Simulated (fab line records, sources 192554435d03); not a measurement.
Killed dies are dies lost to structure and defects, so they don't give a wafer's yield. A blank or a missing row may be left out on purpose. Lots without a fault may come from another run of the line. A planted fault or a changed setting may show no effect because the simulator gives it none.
Which tool did it? | flow n5_finfet | 12 lots, 36 wafers sampled, at 1 step of a route of 1938

WHAT THE GAUGES READ, wafer by wafer
N5_FIN_SAQP_OVL_MEAS_17.
lot  | measured    | on         | FIN_CORE_OVL (nm)
L075 | day 2 03:10 | overlay-01 | -0.3 -0.7 -2.2
L077 | day 2 15:29 | overlay-01 | 0.5 0.1 -0.3
L079 | day 3 04:02 | overlay-01 | -1.9 -0.7 0.5
L081 | day 3 16:18 | overlay-01 | -0.1 0.5 0.9
L083 | day 4 03:56 | overlay-01 | -0.4 -0.1 -0.9
L085 | day 4 16:10 | overlay-02 | 0.4 -0.7 -0.6
L087 | day 5 03:53 | overlay-02 | 0.3 -0.2 -0.8
L089 | day 5 15:44 | overlay-01 | 0.0 -0.3 -0.7
L091 | day 6 04:51 | overlay-01 | -1.0 -1.2 0.7
L093 | day 6 14:56 | overlay-01 | 1.5 0.1 1.3
L095 | day 7 03:52 | overlay-01 | -0.2 1.4 0.0
L097 | day 7 16:14 | overlay-01 | 0.1 0.3 -0.4

WHICH TOOL RAN EACH LOT (tool, then ch and the chambers of the sampled wafers, then the start)
The record holds no process step before these readings.

THE ANSWER, worked out from the rows above alone
Rule: what is usual is taken from the lots themselves. Put in order of their means at a reading, lots are off if they are a third of the lots or fewer, leave a main group of 4 or more, and stand apart from it by a gap of 3 or more times the standard deviation of the main group's means; of several such gaps the widest counts. A main group whose means are all the same, to the digits that the tables above print for the reading, isn't used. A lot without any number at a reading at which 4 lots or more have one is off too. The other lots that the step has rows for count as sound.
No lot is off at any reading shown: from this, nothing can be told.

WHAT THE SIMULATOR HAD PUT IN
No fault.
